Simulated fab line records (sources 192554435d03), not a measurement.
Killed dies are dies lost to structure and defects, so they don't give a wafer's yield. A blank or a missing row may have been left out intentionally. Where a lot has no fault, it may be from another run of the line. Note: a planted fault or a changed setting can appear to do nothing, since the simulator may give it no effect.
fab line records	flow n5-finfet
[record] lots = 7	wafers = 39
route steps=1938 shown WELL_APT@26 FIN_CUT@173 SD_EPI_P@312 MOL_CONTACT_COAG@542 BEOL_M0@740 BEOL_M1@800 BEOL_M4@1021 BEOL_M8@1344 BEOL_M9@1446 BEOL_M11@1554 BEOL_M14@1749 MIM_TOP_ETCH@1853 PASSIVATION@1936
start-h: hours from the record's first day to the start of the lot's first wafer shown	wait-h: how many hours have passed since the lot's step before this one	" same as the row above	L1.1+2: a row that stands for several wafers	- no value present, or no start provided	* or withheld: withheld	< > ~ a bound
route shown NAME@n: NAME is a module with steps in the file, n the number in the route of the first one	usual: mean and standard deviation over wafers with no fault	same: alike in all rows	chamber/n: place in a boat	sites: readings site by site	_std_site: how widely they spread, as a standard deviation	_edge_site: inner sites' mean taken away from outer sites' mean	radius-mm: for every site, how far away it sits from the centre of the wafer	mask NAME#n: copy n	behind: the last tool/chamber to shape the wafer	hold: reason for holding the lot/hours on hold/outcome of the hold	device: the transistor (n, p or np) that didn't switch	end of line: tests run on the same wafers once the route is complete	a step without rows: its recipe alone	killed: dies lost to structure and defects at the first sort, not the wafer's yield	map: a wafer's dies, marking killed ones x, the rest . and places with no die _
set.NAME: the run value of the setting; set.NAME@STEP: its run value at that earlier step	model.NAME: the simulator's own value behind a step, which no gauge read
lots run with intentionally changed settings; tables by step, rows by wafer
[[steps]]
[step N5_WELL_APT_DEVELOP_07]
[recipe] develop-time-s = 45	rinse-liquid = surfactant-rinse	dry = air-spin	dev-temp-c = 21
[step N5_FIN_CUT_CUT_ETCH_26]
[recipe] chemistry = CH3F/O2	target = SiNx	target-depth-a = 390	mask-material = SOC	time-s = 55.7	pressure-mtorr = 30	source-w = 395	bias-w = 73	Ar_flow_sccm = 150	CH3F_flow_sccm = 30	O2_flow_sccm = 20	ion-energy-ev = 120
[step N5_SD_EPI_P_ETCH_16]
[recipe] chemistry = CHF3/O2	target = SiO2	target-depth-a = 50	mask-material = SOC	pressure-mtorr = 30	source-w = 650	bias-w = 170	Ar_flow_sccm = 200	CHF3_flow_sccm = 50	O2_flow_sccm = 5	ion-energy-ev = 200
[step N5_MOL_CONTACT_COAG_PRECLEAN_111]
[recipe] chemistry = NF3:NH3	afs-cycles = 1	temp-c = 30	time-s = 20	sublimation-temp-c = 180	sublimation-time-s = 60	pressure-torr = 3	rf-power-w = 30
[step N5_BEOL_M0_SPUTTER_141]
[recipe] material = Cu	target-thk-a = 40	temp-c = -20	chamber-pressure-pa = 0.07	power-w = withheld	time-s = 7.37
[step N5_BEOL_M1_TRENCH_ETCH_37]
[recipe] chemistry = C4F6/O2	target-depth-a = 552.07	target = SiOC	time-s = 29	ion-energy-ev = 250	pressure-mtorr = 30	source-w = 355	bias-w = 185	Ar_flow_sccm = 300	C4F6_flow_sccm = 10	O2_flow_sccm = 10
[step N5_BEOL_M4_ILD_DEP_00]
[recipe] material = SiOC	target-thk-a = 790	temp-c = 350	precursor = DEMS/O2	pressure-torr = 5	rf-w = 500	time-s = 15.3
[step N5_BEOL_M4_SPUTTER_88]
[recipe] material = Cu	target-thk-a = 45	temp-c = -20	chamber-pressure-pa = 0.07	power-w = withheld	time-s = 8.29
[step N5_BEOL_M8_DEVELOP_10]
[recipe] develop-time-s = 30	developer = TMAH	resist = CAR-ArF	rinse-liquid = diw	dry = air-spin	dev-temp-c = 23
[step N5_BEOL_M9_TRENCH_ETCH_37]
[recipe] chemistry = C4F6/O2	target-depth-a = 1514.3	target = SiCOH_lowk	time-s = 49	ion-energy-ev = 250	pressure-mtorr = 30	source-w = 345	bias-w = 185	Ar_flow_sccm = 300	C4F6_flow_sccm = 10	O2_flow_sccm = 10
[step N5_BEOL_M11_ETCH_62]
[recipe] chemistry = N2/H2	target = SOC	target-depth-a = 1100	overetch-a = 220	mask-material = SiARC	temp-c = 40	time-s = 165	ion-energy-ev = 200	pressure-mtorr = 30	source-w = 840	bias-w = 150	n2-flow-sccm = 200	h2-flow-sccm = 200
[step N5_BEOL_M14_DESCUM_33]
[recipe] chemistry = O2	time-s = 7.9	source-power-w = 50	bias-power-w = 20	pressure-mtorr = 20	rf-frequency-hz = 2.712e+07	temp-c = 40	o2-flow-sccm = 225
[step N5_MIM_TOP_ETCH_PECVD_03]
[recipe] material = SiNx	target-thk-a = 200	temp-c = 400	precursor = SiH4/NH3/N2	pressure-torr = 1.5	rf-w = 300	time-s = 17.6
[step N5_PASSIVATION_PROBE_49]
[usual] defect-limited-yield = 91.3/1.4	killed-at-other = 3.5/2.6	killed-dies = 103/17	sort-n-pass = 1076/17
lot.wafer	tool	chamber	start-h	wait-h	set.develop-time-s@WELL_APT_DEVELOP_07	set.target-depth-a@FIN_CUT_CUT_ETCH_26	set.target-depth-a@SD_EPI_P_ETCH_16	set.time-s@MOL_CONTACT_COAG_PRECLEAN_111	set.target-thk-a@BEOL_M0_SPUTTER_141	set.target-depth-a@BEOL_M1_TRENCH_ETCH_37	set.target-thk-a@BEOL_M4_ILD_DEP_00	set.target-thk-a@BEOL_M4_SPUTTER_88	set.develop-time-s@BEOL_M8_DEVELOP_10	set.time-s@BEOL_M9_TRENCH_ETCH_37	set.time-s@BEOL_M11_ETCH_62	set.time-s@BEOL_M14_DESCUM_33	set.time-s@MIM_TOP_ETCH_PECVD_03	defect-limited-yield[%]	killed-at-other	killed-dies	sort-n-pass
L075.1	prober-02	-	273.98	0.0	45	390	50	20	21.32	308.2	790	37.83	30	49	165	7.9	23.37	14.7	909	1006	174
L075.2	prober-02	-	274.03	0.1	59.22	215.4	20.79	20	40	552.07	790	37.83	30	32.3	165	7.9	17.6	90.4	0	113	1067
L075.3	prober-02	-	274.08	0.1	59.22	215.4	20.79	28.44	40	552.07	790	45	30	49	235.2	7.9	23.37	14.4	914	1010	170
L075.4	prober-02	-	274.13	0.2	45	390	20.79	20	21.32	308.2	790	45	30	32.3	235.2	6.002	23.37	14.2	910	1013	167
L075.5	prober-02	-	274.18	0.2	59.22	390	50	28.44	40	308.2	790	45	30	32.3	165	6.002	17.6	90.6	3	111	1069
L075.6	prober-02	-	274.23	0.3	45	215.4	50	28.44	21.32	552.07	790	37.83	30	49	235.2	6.002	17.6	92.6	2	87	1093
L077.1	prober-02	-	279.24	0.0	45	390	32.21	28.68	40	552.07	790	60.29	30	37.18	219.6	7.9	26.92	0	1092	1180	0
L077.2	prober-02	-	279.29	0.1	37.23	390	50	28.68	40	552.07	1039	60.29	30	49	165	5.837	17.6	52.8	1	557	623
L077.3	prober-02	-	279.34	0.1	45	390	50	20	40	830.5	790	45	30	37.18	165	5.837	17.6	53.5	2	549	631
L077.4	prober-02	-	279.39	0.2	37.23	390	32.21	28.68	40	830.5	1039	45	30	49	219.6	5.837	26.92	0	381	1180	0
L077.5	prober-02	-	279.44	0.2	37.23	390	50	20	40	830.5	1039	60.29	30	37.18	165	7.9	26.92	0	39	1180	0
L077.6	prober-02	-	279.49	0.3	45	390	32.21	20	40	552.07	790	45	30	49	219.6	7.9	17.6	92.1	1	93	1087
L082.1	prober-01	-	314.62	0.0	45	239.1	50	20	40	552.07	790	45	30	49	165	7.9	12.47	90.8	4	109	1071
L082.2	prober-01	-	314.67	0.1	18.91	390	50	20	40	552.07	790	71.01	40.09	34.71	165	7.9	12.47	91.4	4	101	1079
L082.3	prober-01	-	314.72	0.1	18.91	390	29.1	20	40	552.07	442.6	71.01	40.09	49	87.37	3.61	12.47	0	3	1180	0
L082.4	prober-01	-	314.77	0.2	18.91	239.1	29.1	20	40	552.07	790	45	30	49	87.37	3.61	17.6	0	4	1180	0
L082.5	prober-01	-	314.82	0.2	45	390	29.1	20	40	552.07	442.6	45	40.09	34.71	87.37	7.9	17.6	0	7	1180	0
L082.6	prober-01	-	314.87	0.3	45	239.1	50	20	40	552.07	442.6	71.01	30	34.71	165	3.61	17.6	0	2	1180	0
L084.1	prober-01	-	331.17	0.0	45	390	23.51	29.69	40	552.07	790	29.19	42.51	41.45	165	7.9	22.61	58.4	399	491	689
L084.2	prober-01	-	331.22	0.1	45	390	50	20	23.44	552.07	790	45	30	41.45	165	7.9	22.61	58.6	412	488	692
L084.3	prober-01	-	331.27	0.1	30.71	390	50	29.69	23.44	552.07	790	45	30	49	165	7.9	17.6	92.4	8	90	1090
L084.4	prober-01	-	331.32	0.2	30.71	557.9	50	20	40	552.07	790	29.19	30	49	116.5	7.9	22.61	7.4	25	1093	87
L084.5	prober-01	-	331.37	0.2	30.71	557.9	23.51	29.69	40	552.07	790	45	42.51	41.45	116.5	7.9	17.6	0	0	1180	0
L084.6	prober-01	-	331.42	0.3	45	557.9	23.51	20	23.44	552.07	790	29.19	42.51	49	116.5	7.9	17.6	25.5	3	879	301
L086.1	prober-01	-	341.68	0.0	45	390	50	27.38	40	552.07	603.8	45	30	49	215	7.9	26.5	0	1080	1180	0
L086.2	prober-01	-	341.73	0.1	45	214.6	50	20	40	552.07	790	45	23.42	73.14	215	7.9	17.6	87.5	1	148	1032
L086.3	prober-01	-	341.78	0.1	37.21	390	50	27.38	40	646.1	603.8	56.22	23.42	49	165	7.9	26.5	0	1058	1180	0
L086.4	prober-01	-	341.83	0.2	37.21	214.6	50	20	40	646.1	603.8	56.22	23.42	73.14	215	7.9	26.5	0	1034	1180	0
L086.5	prober-01	-	341.88	0.2	37.21	214.6	50	27.38	40	552.07	790	56.22	30	73.14	165	7.9	17.6	90.0	1	118	1062
L086.6	prober-01	-	341.93	0.3	45	390	50	20	40	646.1	790	45	30	49	165	7.9	17.6	92.8	6	85	1092
L087.3	prober-01	-	355.61	0.1	45	390	50	20	40	552.07	790	45	30	49	165	7.9	17.6	91.7	5	98	1082
L087.4	prober-01	-	355.66	0.2	45	390	50	20	40	552.07	790	45	30	49	165	7.9	17.6	90.3	2	114	1066
L087.5	prober-01	-	355.71	0.2	45	390	50	20	40	552.07	790	45	30	49	165	7.9	17.6	91.7	2	98	1082
L090.1	prober-02	-	372.31	0.1	68.45	562.8	29.35	20	63	552.07	790	26.87	30	49	165	11.43	14.21	92.2	3	92	1059
L090.2	prober-02	-	372.36	0.1	45	562.8	29.35	20	40	744.5	790	26.87	30	49	165	11.43	17.6	62.4	1	444	736
L090.3	prober-02	-	372.41	0.2	45	390	29.35	20	63	744.5	790	45	30	49	165	11.43	14.21	93.1	0	81	1099
L090.4	prober-02	-	372.46	0.2	68.45	390	50	20	40	744.5	790	45	30	49	165	7.9	14.21	89.4	0	125	1055
L090.5	prober-02	-	372.51	0.3	45	390	50	20	40	552.07	790	26.87	30	49	165	7.9	17.6	90.2	0	116	1064
L090.6	prober-02	-	372.56	0.3	68.45	562.8	50	20	63	552.07	790	45	30	49	165	7.9	17.6	91.4	0	102	1078
// killed by level:class
L075.1 MIM_TOP_ETCH:area-pecvd=905 MOL_CONTACT_COAG:geometric-particle:open=17 BEOL_M0:interface-void-opened=6 BEOL_M0_SAQP:geometric-particle:short=5 FIN_SAQP:geometric-particle:open=4 STI_FIN_REVEAL:geometric-particle:open=4 DUMMY_GATE:geometric-particle:open=4 GATE_CUT:geometric-particle:short=4
L075.2 BEOL_M9:area-ecd=23 BEOL_M4:geometric-particle:open=14 BEOL_M3:geometric-particle:open=11 BEOL_M0_SAQP:geometric-particle:open=8 MOL_CONTACT_COAG:geometric-particle:open=6 STI_FIN_REVEAL:geometric-particle:open=5 DUMMY_GATE:geometric-particle:open=5 STARTING-WAFER:geometric-particle:short=4
L075.3 MIM_TOP_ETCH:area-pecvd=911 MOL_CONTACT_COAG:geometric-particle:open=15 HKMG_FIN:area-etch=10 BEOL_M4:geometric-particle:open=9 BEOL_M3:geometric-particle:open=8 BEOL_M0_SAQP:geometric-particle:open=5 DUMMY_GATE:geometric-particle:open=4 GATE_CUT:geometric-particle:short=4
L075.4 MIM_TOP_ETCH:area-pecvd=907 BEOL_M9:area-ecd=18 BEOL_M4:geometric-particle:open=16 MOL_CONTACT_COAG:geometric-particle:open=14 GATE_CUT:geometric-particle:short=6 BEOL_M1:geometric-particle:open=6 MOL_CONTACT_COAG:geometric-particle:short=4 BEOL_M0_SAQP:geometric-particle:short=4
L075.5 BEOL_M9:area-ecd=16 BEOL_M1:geometric-particle:open=11 MOL_CONTACT_COAG:geometric-particle:open=10 BEOL_M4:geometric-particle:open=9 BEOL_M0_SAQP:geometric-particle:open=8 BEOL_M2:geometric-particle:open=6 BEOL_M2:geometric-particle:short=5 FIN_SAQP:geometric-particle:short=4
L075.6 MOL_CONTACT_COAG:geometric-particle:open=9 BEOL_M2:geometric-particle:open=9 BEOL_M3:geometric-particle:open=7 BEOL_M4:geometric-particle:open=6 GATE_CUT:geometric-particle:open=5 BEOL_M0:interface-void-opened=5 BEOL_M0_SAQP:geometric-particle:short=4 STI_FIN_REVEAL:geometric-particle:short=3
L077.1 MIM_TOP_ETCH:area-pecvd=1090 BEOL_M0_SAQP:geometric-particle:short=11 BEOL_M2:geometric-particle:open=9 BEOL_M3:geometric-particle:open=8 MOL_CONTACT_COAG:geometric-particle:open=7 FIN_SAQP:geometric-particle:open=6 FIN_SAQP:geometric-particle:short=5 STI_FIN_REVEAL:geometric-particle:open=3
L077.2 BEOL_M4:area-dep=433 FIN_SAQP:geometric-particle:open=16 BEOL_M0_SAQP:geometric-particle:open=16 BEOL_M0_SAQP:geometric-particle:short=13 FIN_SAQP:geometric-particle:short=12 HKMG_FIN:area-etch=8 BEOL_M3:geometric-particle:open=7 STARTING-WAFER:geometric-particle:open=6
L077.3 BEOL_M1:area-etch=447 FIN_SAQP:geometric-particle:open=15 GATE_CUT:geometric-particle:short=11 BEOL_M0_SAQP:geometric-particle:open=8 BEOL_M0_SAQP:geometric-particle:short=8 BEOL_M3:geometric-particle:open=8 MOL_CONTACT_COAG:geometric-particle:open=7 BEOL_M4:geometric-particle:open=6
L077.4 BEOL_M1:area-etch=439 MIM_TOP_ETCH:area-pecvd=380 BEOL_M4:area-dep=259 BEOL_M0_SAQP:geometric-particle:open=16 BEOL_M0_SAQP:geometric-particle:short=16 GATE_CUT:geometric-particle:short=12 MOL_CONTACT_COAG:geometric-particle:open=7 FIN_SAQP:geometric-particle:open=6
L077.5 BEOL_M1:area-etch=993 MIM_TOP_ETCH:area-pecvd=37 FIN_SAQP:geometric-particle:open=17 BEOL_M4:area-dep=13 STI_FIN_REVEAL:geometric-particle:open=12 BEOL_M0_SAQP:geometric-particle:open=12 BEOL_M3:geometric-particle:open=10 DUMMY_GATE:geometric-particle:open=9
L077.6 BEOL_M0_SAQP:geometric-particle:short=12 BEOL_M3:geometric-particle:open=9 FIN_SAQP:geometric-particle:short=7 FIN_SAQP:geometric-particle:open=7 MOL_CONTACT_COAG:geometric-particle:open=6 DUMMY_GATE:geometric-particle:open=5 BEOL_M0_SAQP:geometric-particle:open=5 BEOL_M4:geometric-particle:open=4
L082.1 FIN_SAQP:geometric-particle:open=13 HKMG_FIN:area-etch=13 STI_FIN_REVEAL:geometric-particle:open=8 MOL_CONTACT_COAG:geometric-particle:open=8 BEOL_M3:geometric-particle:open=7 BEOL_M2:geometric-particle:open=6 BEOL_M4:geometric-particle:open=6 FIN_SAQP:geometric-particle:short=5
L082.2 MOL_CONTACT_COAG:geometric-particle:open=18 FIN_SAQP:geometric-particle:short=12 BEOL_M9:area-ecd=11 BEOL_M0_SAQP:geometric-particle:open=5 BEOL_M2:geometric-particle:open=5 BEOL_M4:geometric-particle:open=5 FIN_SAQP:geometric-particle:open=4 BEOL_M0:geometric-particle:open=4
L082.3 BEOL_M4:area-dep=1089 MOL_CONTACT_COAG:geometric-particle:open=15 BEOL_M1:geometric-particle:open=10 FIN_SAQP:geometric-particle:open=9 GATE_CUT:geometric-particle:short=5 BEOL_M0:geometric-particle:open=4 BEOL_M3:geometric-particle:open=4 BEOL_M4:geometric-particle:open=4
L082.4 BEOL_M11:area-etch=1065 MOL_CONTACT_COAG:geometric-particle:open=15 FIN_SAQP:geometric-particle:open=14 BEOL_M3:geometric-particle:open=11 BEOL_M4:geometric-particle:open=8 GATE_CUT:geometric-particle:open=5 GATE_CUT:geometric-particle:short=5 BEOL_M0_SAQP:geometric-particle:open=5
L082.5 BEOL_M4:area-dep=1086 MOL_CONTACT_COAG:geometric-particle:open=14 BEOL_M0:geometric-particle:open=10 FIN_SAQP:geometric-particle:open=9 BEOL_M0_SAQP:geometric-particle:short=7 BEOL_M0_SAQP:geometric-particle:open=7 FIN_SAQP:geometric-particle:short=6 GATE_CUT:geometric-particle:short=5
L082.6 BEOL_M4:area-dep=1089 GATE_CUT:geometric-particle:short=10 MOL_CONTACT_COAG:geometric-particle:open=9 FIN_SAQP:geometric-particle:short=8 FIN_SAQP:geometric-particle:open=7 BEOL_M4:geometric-particle:open=7 BEOL_M1:geometric-particle:open=4 BEOL_M1:geometric-particle:short=4
L084.1 MIM_TOP_ETCH:area-pecvd=399 MOL_CONTACT_COAG:geometric-particle:open=16 BEOL_M0_SAQP:geometric-particle:short=9 STI_FIN_REVEAL:geometric-particle:open=7 BEOL_M2:geometric-particle:open=6 STI_FIN_REVEAL:geometric-particle:short=5 MOL_CONTACT_COAG:geometric-particle:short=5 BEOL_M4:geometric-particle:open=5
L084.2 MIM_TOP_ETCH:area-pecvd=410 FIN_SAQP:geometric-particle:short=11 MOL_CONTACT_COAG:geometric-particle:open=7 BEOL_M1:geometric-particle:open=6 BEOL_M0:interface-void-opened=6 FIN_SAQP:geometric-particle:open=5 BEOL_M3:geometric-particle:open=5 BEOL_M4:geometric-particle:open=5
L084.3 STI_FIN_REVEAL:geometric-particle:open=9 FIN_SAQP:geometric-particle:open=6 FIN_SAQP:geometric-particle:short=6 BEOL_M0:interface-void-opened=6 BEOL_M0_SAQP:geometric-particle:short=5 BEOL_M0_SAQP:geometric-particle:open=4 BEOL_M4:geometric-particle:open=4 STI_FIN_REVEAL:geometric-particle:short=3
L084.4 BEOL_M11:area-etch=966 MIM_TOP_ETCH:area-pecvd=18 MOL_CONTACT_COAG:geometric-particle:open=14 BEOL_M4:geometric-particle:open=10 STI_FIN_REVEAL:geometric-particle:open=9 HKMG_FIN:area-etch=8 FIN_SAQP:geometric-particle:short=5 GATE_CUT:geometric-particle:short=4
L084.5 BEOL_M11:area-etch=1078 STI_FIN_REVEAL:geometric-particle:open=23 FIN_SAQP:geometric-particle:short=11 FIN_SAQP:geometric-particle:open=9 BEOL_M1:geometric-particle:open=7 BEOL_M4:geometric-particle:open=7 STI_FIN_REVEAL:geometric-particle:short=6 MOL_CONTACT_COAG:geometric-particle:open=6
L084.6 BEOL_M11:area-etch=780 MOL_CONTACT_COAG:geometric-particle:open=14 BEOL_M1:geometric-particle:open=13 FIN_SAQP:geometric-particle:short=12 STI_FIN_REVEAL:geometric-particle:open=11 FIN_SAQP:geometric-particle:open=8 BEOL_M0_SAQP:geometric-particle:open=6 BEOL_M5:geometric-particle:open=6
L086.1 MIM_TOP_ETCH:area-pecvd=1078 FIN_SAQP:geometric-particle:open=14 MOL_CONTACT_COAG:geometric-particle:open=10 BEOL_M0:geometric-particle:open=10 GATE_CUT:geometric-particle:short=9 BEOL_M1:geometric-particle:open=8 FIN_SAQP:geometric-particle:short=8 BEOL_M4:geometric-particle:open=7
L086.2 FIN_SAQP:geometric-particle:open=24 BEOL_M1:geometric-particle:open=16 HKMG_FIN:area-etch=12 FIN_SAQP:geometric-particle:short=10 STI_FIN_REVEAL:geometric-particle:open=8 BEOL_M1:geometric-particle:short=8 MOL_CONTACT_COAG:geometric-particle:open=7 GATE_CUT:geometric-particle:short=7
L086.3 MIM_TOP_ETCH:area-pecvd=1054 FIN_SAQP:geometric-particle:open=18 MOL_CONTACT_COAG:geometric-particle:open=12 FIN_SAQP:geometric-particle:short=9 GATE_CUT:geometric-particle:short=9 BEOL_M1:geometric-particle:open=9 BEOL_M0_SAQP:geometric-particle:open=6 BEOL_M3:geometric-particle:open=5
L086.4 MIM_TOP_ETCH:area-pecvd=1032 BEOL_M1:geometric-particle:open=14 FIN_SAQP:geometric-particle:open=13 MOL_CONTACT_COAG:geometric-particle:open=11 BEOL_M0_SAQP:geometric-particle:open=10 BEOL_M3:geometric-particle:open=10 GATE_CUT:geometric-particle:short=9 BEOL_M0:geometric-particle:open=7
L086.5 BEOL_M1:geometric-particle:open=20 FIN_SAQP:geometric-particle:open=12 MOL_CONTACT_COAG:geometric-particle:open=12 STI_FIN_REVEAL:geometric-particle:open=11 GATE_CUT:geometric-particle:short=11 GATE_CUT:geometric-particle:open=11 BEOL_M0:geometric-particle:open=6 BEOL_M1:geometric-particle:short=4
L086.6 MOL_CONTACT_COAG:geometric-particle:open=16 BEOL_M2:geometric-particle:open=7 FIN_SAQP:geometric-particle:open=6 GATE_CUT:geometric-particle:short=5 BEOL_M0_SAQP:geometric-particle:short=5 BEOL_M1:geometric-particle:open=5 DUMMY_GATE:geometric-particle:open=3 BEOL_M0:geometric-particle:open=3
L087.3 STI_FIN_REVEAL:geometric-particle:open=12 MOL_CONTACT_COAG:geometric-particle:open=9 FIN_SAQP:geometric-particle:open=8 BEOL_M2:geometric-particle:open=8 FIN_SAQP:geometric-particle:short=7 BEOL_M3:geometric-particle:open=6 BEOL_M1:geometric-particle:open=6 BEOL_M0_SAQP:geometric-particle:short=4
L087.4 FIN_SAQP:geometric-particle:open=12 BEOL_M1:geometric-particle:open=11 BEOL_M2:geometric-particle:open=10 FIN_SAQP:geometric-particle:short=8 BEOL_M3:geometric-particle:open=6 ILD0:geometric-particle:short=5 MOL_CONTACT_COAG:geometric-particle:open=5 BEOL_M0_SAQP:geometric-particle:short=5
L087.5 HKMG_FIN:area-etch=13 BEOL_M2:geometric-particle:open=9 BEOL_M3:geometric-particle:open=9 BEOL_M0_SAQP:geometric-particle:open=7 BEOL_M4:geometric-particle:open=6 BEOL_M0_SAQP:geometric-particle:short=5 FIN_SAQP:geometric-particle:short=4 STI_FIN_REVEAL:geometric-particle:open=4
L090.1 STI_FIN_REVEAL:geometric-particle:open=19 FIN_SAQP:geometric-particle:short=7 BEOL_M1:geometric-particle:open=6 STI_FIN_REVEAL:geometric-particle:short=5 MOL_CONTACT_COAG:geometric-particle:open=5 MOL_CONTACT_COAG:geometric-particle:short=5 BEOL_M0_SAQP:geometric-particle:short=5 BEOL_M7:geometric-particle:open=5
L090.2 BEOL_M1:area-etch=300 BEOL_M0_SAQP:geometric-particle:open=23 FIN_SAQP:geometric-particle:open=18 BEOL_M0_SAQP:geometric-particle:short=16 STI_FIN_REVEAL:geometric-particle:open=14 MOL_CONTACT_COAG:geometric-particle:open=12 HKMG_FIN:area-etch=7 BEOL_M1:geometric-particle:open=5
L090.3 STI_FIN_REVEAL:geometric-particle:open=9 BEOL_M1:geometric-particle:open=8 FIN_SAQP:geometric-particle:short=5 MOL_CONTACT_COAG:geometric-particle:open=5 BEOL_M3:geometric-particle:open=5 STARTING-WAFER:geometric-particle:open=5 BEOL_M3:geometric-particle:short=4 BEOL_M0_SAQP:geometric-particle:open=4
L090.4 STI_FIN_REVEAL:geometric-particle:open=15 BEOL_M4:geometric-particle:open=13 BEOL_M0_SAQP:geometric-particle:open=13 BEOL_M1:geometric-particle:open=11 FIN_SAQP:geometric-particle:open=7 MOL_CONTACT_COAG:geometric-particle:open=6 BEOL_M2:geometric-particle:open=6 BEOL_M5:geometric-particle:open=6
L090.5 STI_FIN_REVEAL:geometric-particle:open=32 BEOL_M0_SAQP:geometric-particle:open=10 BEOL_M0_SAQP:geometric-particle:short=7 STI_FIN_REVEAL:geometric-particle:short=5 GATE_CUT:geometric-particle:short=5 BEOL_M0:geometric-particle:open=5 MOL_CONTACT_COAG:geometric-particle:short=4 BEOL_M2:geometric-particle:open=4
L090.6 MOL_CONTACT_COAG:geometric-particle:open=13 BEOL_M0_SAQP:geometric-particle:short=11 BEOL_M0_SAQP:geometric-particle:open=9 HKMG_FIN:area-etch=9 BEOL_M4:geometric-particle:open=8 FIN_SAQP:geometric-particle:open=5 STI_FIN_REVEAL:geometric-particle:open=5 FIN_SAQP:geometric-particle:short=4
[[key]]
[split] step = N5_WELL_APT_DEVELOP_07	setting = develop-time-s	stated-as = 45
response none clear
[split] step = N5_FIN_CUT_CUT_ETCH_26	setting = target-depth-a	stated-as = 390
response none clear
[split] step = N5_SD_EPI_P_ETCH_16	setting = target-depth-a	stated-as = 50
response none clear
[split] step = N5_MOL_CONTACT_COAG_PRECLEAN_111	setting = time-s	stated-as = 20
response none clear
[split] step = N5_BEOL_M0_SPUTTER_141	setting = target-thk-a	stated-as = 40
response none clear
[split] step = N5_BEOL_M1_TRENCH_ETCH_37	setting = target-depth-a	stated-as = 552.07
response none clear
[split] step = N5_BEOL_M4_ILD_DEP_00	setting = target-thk-a	stated-as = 790
response none clear
[split] step = N5_BEOL_M4_SPUTTER_88	setting = target-thk-a	stated-as = 45
response none clear
[split] step = N5_BEOL_M8_DEVELOP_10	setting = develop-time-s	stated-as = 30
response none clear
[split] step = N5_BEOL_M9_TRENCH_ETCH_37	setting = time-s	stated-as = 49
response none clear
[split] step = N5_BEOL_M11_ETCH_62	setting = time-s	stated-as = 165
response none clear
[split] step = N5_BEOL_M14_DESCUM_33	setting = time-s	stated-as = 7.9
response none clear
[split] step = N5_MIM_TOP_ETCH_PECVD_03	setting = time-s	stated-as = 17.6
[response] step = N5_PASSIVATION_PROBE_49	reading = defect-limited-yield	slope = -1.42	per = 1%	together-with = all	explained = 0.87
[response] step = N5_PASSIVATION_PROBE_49	reading = killed-dies	slope = +16.8	per = 1%	together-with = all	explained = 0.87
[response] step = N5_PASSIVATION_PROBE_49	reading = sort-n-pass	slope = -16.8	per = 1%	together-with = all	explained = 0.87
[response] step = N5_PASSIVATION_PROBE_49	reading = killed-at-other	slope = +12.4	per = 1%	together-with = all	explained = 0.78
